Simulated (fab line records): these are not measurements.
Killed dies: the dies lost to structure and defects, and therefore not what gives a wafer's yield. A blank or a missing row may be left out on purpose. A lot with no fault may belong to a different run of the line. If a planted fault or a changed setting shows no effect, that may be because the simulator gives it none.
Matching of chambers | flow n5_finfet | N5_BEOL_M5_CURE_80 on uv_cure-03 has 3 sister chambers
The step cures SiCOH lowk, time 120 s. 6 wafers are shown with their chamber, then 10 later ones without.

== WAFERS PAIRED WITH THEIR CHAMBERS ==
wafer  | chamber | wafer_temp_C_max | lamp_power_pct (%)
L077.4 | 2       | 372.6            | 52.33
L077.5 | 2       | 371.7            | 52.25
L088.4 | 1       | 373.0            | 52.30
L088.6 | 1       | 373.0            | 52.34
L092.3 | 0       | 372.0            | 52.26
L092.5 | 0       | 371.7            | 52.22

== WAFERS WITHOUT THEIR CHAMBER ==
wafer  | wafer_temp_C_max | lamp_power_pct (%)
L092.6 | 371.6            | 52.37
L094.1 | 371.5            | 52.31
L094.5 | 371.5            | 52.31
L094.6 | 371.5            | 52.23
L096.1 | 371.4            | 52.22
L096.2 | 371.6            | 52.23
L096.6 | 372.2            | 52.40
L097.2 | 372.1            | 52.27
L097.3 | 372.5            | 52.22
L097.5 | 371.7            | 52.28

== WHICH CHAMBER EACH WENT THROUGH ==
wafer  | from the rows above          | in truth
L092.6 | can't be placed: 2 or 0 or 1 | 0
L094.1 | can't be placed: 2 or 0      | 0
L094.5 | can't be placed: 2 or 0      | 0
L094.6 | can't be placed: 0 or 2      | 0
L096.1 | can't be placed: 0 or 2      | 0
L096.2 | can't be placed: 0 or 2      | 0
L096.6 | can't be placed: 2 or 1 or 0 | 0
L097.2 | can't be placed: 2 or 0      | 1
L097.3 | can't be placed: 0 or 2 or 1 | 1
L097.5 | can't be placed: 0 or 2      | 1
Placed correctly: 0 of 10. Can't be placed from these rows: 10 (the true chamber is among the candidates in 8). Wrongly placed: 0.
How it was worked out, from the rows above alone: a wafer's distance from a chamber is the root of the sum, over the readings, of the square of ((its reading less the chamber's mean) divided by the reading's scatter). The wafer belongs to the nearest chamber; if the next one is less than 2 further off, it can't be placed. Each chamber's mean is taken over the wafers shown for it. The scatter: the root of (the sum of the squares of (reading less its chamber's mean) over the shown wafers, divided by (wafers less chambers)).
